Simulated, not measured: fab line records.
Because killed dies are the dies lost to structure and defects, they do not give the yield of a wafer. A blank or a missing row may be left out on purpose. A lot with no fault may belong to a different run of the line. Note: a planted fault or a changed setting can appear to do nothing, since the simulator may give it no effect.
Chamber matching -- flow n5_finfet -- N5_MOL_CONTACT_COAG_CMP_23 on cmp-04 has 4 sister chambers
The step polishes, stops on SiO2, t overpolish 1.5 s, target thk 0 nm. 8 wafers are shown with their chamber, then 12 later ones without.

WAFERS PAIRED WITH THEIR CHAMBERS
wafer,chamber,motor_current_A (A),overpolish_run_s (s)
L079.1,2,8.4,1.488
L079.6,2,8.5,1.500
L080.1,1,8.4,1.488
L080.6,1,8.2,1.505
L082.2,0,7.6,1.493
L087.2,3,8.4,1.525
L087.3,0,7.9,1.495
L087.6,3,8.5,1.505

WAFERS WHOSE CHAMBER IS MISSING
wafer,motor_current_A (A),overpolish_run_s (s)
L088.1,8.4,1.501
L088.3,7.2,1.503
L088.4,9.0,1.501
L089.3,7.8,1.496
L089.5,8.4,1.486
L089.6,8.4,1.490
L095.1,8.2,1.501
L095.2,8.6,1.500
L095.4,8.4,1.488
L096.2,8.1,1.507
L096.4,7.9,1.512
L096.5,8.2,1.497

CHAMBER TAKEN BY EACH
wafer,from the rows above,in truth
L088.1,can't be placed: 2 or 1 or 3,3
L088.3,0,0
L088.4,can't be placed: 2 or 3 or 1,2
L089.3,0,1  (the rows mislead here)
L089.5,can't be placed: 2 or 1 or 3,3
L089.6,can't be placed: 2 or 1 or 3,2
L095.1,can't be placed: 1 or 2 or 3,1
L095.2,can't be placed: 2 or 3 or 1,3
L095.4,can't be placed: 2 or 1 or 3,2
L096.2,can't be placed: 1 or 3 or 0 or 2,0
L096.4,can't be placed: 0 or 1 or 3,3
L096.5,can't be placed: 1 or 2 or 3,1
Correctly placed: 1 of 12. From these rows, 10 cannot be placed; in 10 the true chamber is one of the candidates. 1 placed wrongly.
How it was worked out, from the rows above alone: a wafer's distance from a chamber is the root of the sum, over the readings, of the square of ((its reading less the chamber's mean) divided by the reading's scatter). The wafer belongs to the nearest chamber; if the next one is less than 2 further off, it can't be placed. Each chamber's mean is taken over the wafers shown for it. The scatter: the root of (the sum of the squares of (reading less its chamber's mean) over the shown wafers, divided by (wafers less chambers)).
